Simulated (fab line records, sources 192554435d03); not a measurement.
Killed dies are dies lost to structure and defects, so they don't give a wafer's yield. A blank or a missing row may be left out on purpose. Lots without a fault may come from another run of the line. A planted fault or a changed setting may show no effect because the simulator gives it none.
Split-lot experiment | flow n5_finfet | 7 lots, 21 wafers read, on a route of 1938 steps

THE SPLIT
At N5_BEOL_M11_COAT_63 (time 60 s, resist thk 100 nm), the setting spin_rpm was moved away from the recipe's 1500 rpm on 7 of the 21 wafers read, by -9.8% to +10.2%. The other wafers ran this setting at the recipe's value.

FROM THE SPLIT TO THE READING: what the file shows between them, 6 steps
- N5_BEOL_M11_EXPOSE_25: exposes mask V10 (also split here: dose_mj)
- N5_BEOL_M11_PEB_26: peb time 60 s
- N5_BEOL_M11_DEVELOP_27: develop time 30 s
- N5_BEOL_M11_CD_MEAS_28: target cd 70 nm
- N5_BEOL_M11_ETCH_66: etches SOC in N2/H2, target depth 120 nm, overetch 24 nm, time 180 s (also split here: time_s)
- N5_BEOL_M11_STRIP_69: strips in N2/H2

THE READING
SOC_of_BEOL_M11_COAT_63.thk_nm (the simulator's own value, which no gauge read), in nm, at N5_BEOL_M11_VIA_ETCH_34 (etches SiCOH lowk in C4F6/O2, target depth 184.5 nm, time 69.2 s). The file gives no usual value for it. The 14 wafers here that ran the recipe average 92.1 nm, standard deviation 0.41 nm.

wafer  | tool, chamber at the split | spin_rpm as run, rpm | against the recipe | SOC_of_BEOL_M11_COAT_63.thk_nm, nm | against lot-mates on the recipe
L074.1 | litho_track-01, 0          | 1500                 | recipe             | 92                                 | -
L074.2 | litho_track-01, 0          | 1653                 | +10.2%             | 87.4                               | -4.5
L074.3 | litho_track-01, 0          | 1500                 | recipe             | 91.8                               | -
L081.1 | litho_track-03, 0          | 1500                 | recipe             | 92.6                               | -
L081.4 | litho_track-03, 0          | 1500                 | recipe             | 92.6                               | -
L081.3 | litho_track-03, 0          | 1500                 | recipe             | 92.2                               | -
L086.3 | litho_track-05, 0          | 1500                 | recipe             | 92.2                               | -
L086.5 | litho_track-05, 0          | 1500                 | recipe             | 92.2                               | -
L086.4 | litho_track-05, 0          | 1500                 | recipe             | 92.8                               | -
L090.1 | litho_track-01, 0          | 1500                 | recipe             | 91.4                               | -
L090.3 | litho_track-01, 0          | 1500                 | recipe             | 91.8                               | -
L090.4 | litho_track-01, 0          | 1500                 | recipe             | 91.8                               | -
L092.3 | litho_track-01, 0          | 1376                 | -8.3%              | 96.4                               | +4.2
L092.5 | litho_track-01, 0          | 1500                 | recipe             | 92.2                               | -
L092.6 | litho_track-01, 0          | 1376                 | -8.3%              | 95.8                               | +3.6
L095.3 | litho_track-05, 0          | 1500                 | recipe             | 92.2                               | -
L095.4 | litho_track-05, 0          | 1353                 | -9.8%              | 97.6                               | +5.4
L095.6 | litho_track-05, 0          | 1353                 | -9.8%              | 97.4                               | +5.2
L096.1 | litho_track-03, 0          | 1647                 | +9.8%              | 87.4                               | -4.0
L096.3 | litho_track-03, 0          | 1500                 | recipe             | 91.4                               | -
L096.4 | litho_track-03, 0          | 1647                 | +9.8%              | 88                                 | -3.4

THE FIT
A straight line over all 21 wafers: SOC_of_BEOL_M11_COAT_63.thk_nm changes by -0.489 nm for each +1% of spin_rpm; r = -0.99; the points scatter about the line by 0.44 nm.
The same after taking each lot's own level away (the mean of its wafers on the recipe; 21 wafers): -0.457 nm for each +1%; r = -0.99; scatter 0.39 nm.
On that fit, the largest move of spin_rpm shifts the reading by 4.7 nm.
The lots' own levels span 91.40 to 92.47 nm, that is 2.6 times the standard deviation above.
So the lot-to-lot level changes the slope little: the two slopes agree.
Check: with one of the wafers moved furthest among these (+10.2%) left out of the fit, the line predicts -4.49 nm for it against its lot-mates. It came out at -4.5 nm against them.

OTHER SPLITS ON THESE WAFERS
These wafers also went through other splits before the reading. Each is held against what the fit with the lots' levels taken away leaves over:
other split on the same wafers | wafers away from the commonest value | r with SOC_of_BEOL_M11_COAT_63.thk_nm (lot level and that fit taken away)
N5_BEOL_M10_ILD_DEP_00 temp_c  | 8                                    | +0.03
N5_BEOL_M11_EXPOSE_25 dose_mj  | 8                                    | -0.11
N5_BEOL_M11_ETCH_66 time_s     | 6                                    | +0.03

THE WHOLE CHAIN: every reading that the file lists as answering this split, in the file's order
step                    | what it does                                                         | reading                                                                         | change (the file's fit)               | r (the file's)
N5_BEOL_M11_COAT_63     | time 60 s, resist thk 100 nm                                         | SOC_of_BEOL_M11_COAT_63.thk_nm (the simulator's own value, which no gauge read) | -0.472 nm for each +1% of the setting | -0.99
N5_BEOL_M11_ETCH_66     | etches SOC in N2/H2, target depth 120 nm, overetch 24 nm, time 180 s | etch.depth_nm (the simulator's own value, which no gauge read)                  | -0.474 nm for each +1% of the setting | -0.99
N5_BEOL_M11_VIA_ETCH_34 | etches SiCOH lowk in C4F6/O2, target depth 184.5 nm, time 69.2 s     | SOC_of_BEOL_M11_COAT_63.thk_nm (the simulator's own value, which no gauge read) | -0.456 nm for each +1% of the setting | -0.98

THE FILE'S OWN FIT
SOC_of_BEOL_M11_COAT_63.thk_nm changes by -0.456 nm for each +1% of spin_rpm, r = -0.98.
